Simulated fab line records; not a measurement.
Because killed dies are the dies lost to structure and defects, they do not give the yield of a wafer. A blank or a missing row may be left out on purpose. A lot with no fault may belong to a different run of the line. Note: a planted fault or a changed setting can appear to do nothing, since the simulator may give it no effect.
Matching of chambers	flow n5_finfet	N5_HKMG_FIN_PWFM_ALD_03 on ald_metal-02 has 4 sister chambers
The step deposits TiN, target thk 2 nm, pulse time 1 s, purge time 3 s. 4 wafers are shown with their chamber, then 7 later ones without.

== WAFERS PAIRED WITH THEIR CHAMBERS ==
wafer	chamber	heater_power_w (W)
L269.3	0	1021
L275.3	2	910
L275.4	3	868
L276.3	1	985

== WAFERS MISSING THEIR CHAMBER ==
wafer	heater_power_w (W)
L276.4	912
L276.6	1006
L278.3	1025
L278.5	1034
L278.6	1012
L279.2	916
L279.5	1020

== EACH ONE'S CHAMBER ==
wafer	from the rows above	in truth
L276.4	2	2
L276.6	can't be placed: 0 or 1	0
L278.3	0	0
L278.5	0	0
L278.6	0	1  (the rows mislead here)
L279.2	2	2
L279.5	0	0
Correctly placed: 5 of 7. From these rows, 1 cannot be placed; in 1 the true chamber is one of the candidates. Placed wrongly: 1.
How it was worked out, from the rows above alone: a wafer's distance from a chamber is the root of the sum, over the readings, of the square of ((its reading less the chamber's mean) divided by the reading's scatter). If the next closest chamber is less than 2 further off than the closest, the wafer can't be placed; otherwise it belongs to the closest. The mean given for a chamber averages the wafers shown for that chamber. The scatter (one wafer shown for each chamber): square how far every hidden wafer sits from the nearest shown wafer, average those squares and take the square root.
